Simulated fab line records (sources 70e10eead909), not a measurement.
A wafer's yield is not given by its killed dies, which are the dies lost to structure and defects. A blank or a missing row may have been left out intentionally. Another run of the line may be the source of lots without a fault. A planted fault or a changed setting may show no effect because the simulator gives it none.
Matching of chambers | flow nand_harc | NHARC_P_M2_PRE_CLEAN_32 on pecvd-03 has 3 sister chambers
The step time 12 s. 3 wafers are shown with their chamber, then 12 later ones without.

== WAFERS WITH THEIR CHAMBER ==
wafer  | chamber | heater_power_w (W)
L089.3 | 0       | 516
L089.5 | 2       | 680
L089.6 | 1       | 698

== WAFERS WITH NO CHAMBER GIVEN ==
wafer  | heater_power_w (W)
L092.1 | 589
L092.3 | 533
L092.4 | 597
L091.4 | 551
L091.5 | 587
L091.6 | 681
L094.1 | 643
L094.3 | 658
L094.6 | 581
L093.1 | 558
L093.3 | 648
L093.4 | 557

== THE CHAMBER EACH PASSED THROUGH ==
wafer  | from the rows above          | in truth
L092.1 | can't be placed: 0 or 2 or 1 | 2
L092.3 | 0                            | 0
L092.4 | can't be placed: 0 or 2 or 1 | 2
L091.4 | can't be placed: 0 or 2      | 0
L091.5 | can't be placed: 0 or 2 or 1 | 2
L091.6 | can't be placed: 2 or 1      | 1
L094.1 | can't be placed: 2 or 1 or 0 | 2
L094.3 | can't be placed: 2 or 1      | 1
L094.6 | can't be placed: 0 or 2 or 1 | 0
L093.1 | can't be placed: 0 or 2 or 1 | 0
L093.3 | can't be placed: 2 or 1      | 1
L093.4 | can't be placed: 0 or 2      | 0
Correct placement for 1 of the 12. Not placeable from these rows: 11 (in 11, the candidates include the true chamber). Number placed wrongly: 0.
How it was worked out, from the rows above alone: a wafer's distance from a chamber is the root of the sum, over the readings, of the square of ((its reading less the chamber's mean) divided by the reading's scatter). The wafer belongs to the nearest chamber; if the next one is less than 2 further off, it can't be placed. Each chamber's mean is taken over the wafers shown for it. The scatter (one wafer shown for each chamber): square how far every hidden wafer sits from the nearest shown wafer, average those squares and take the square root.
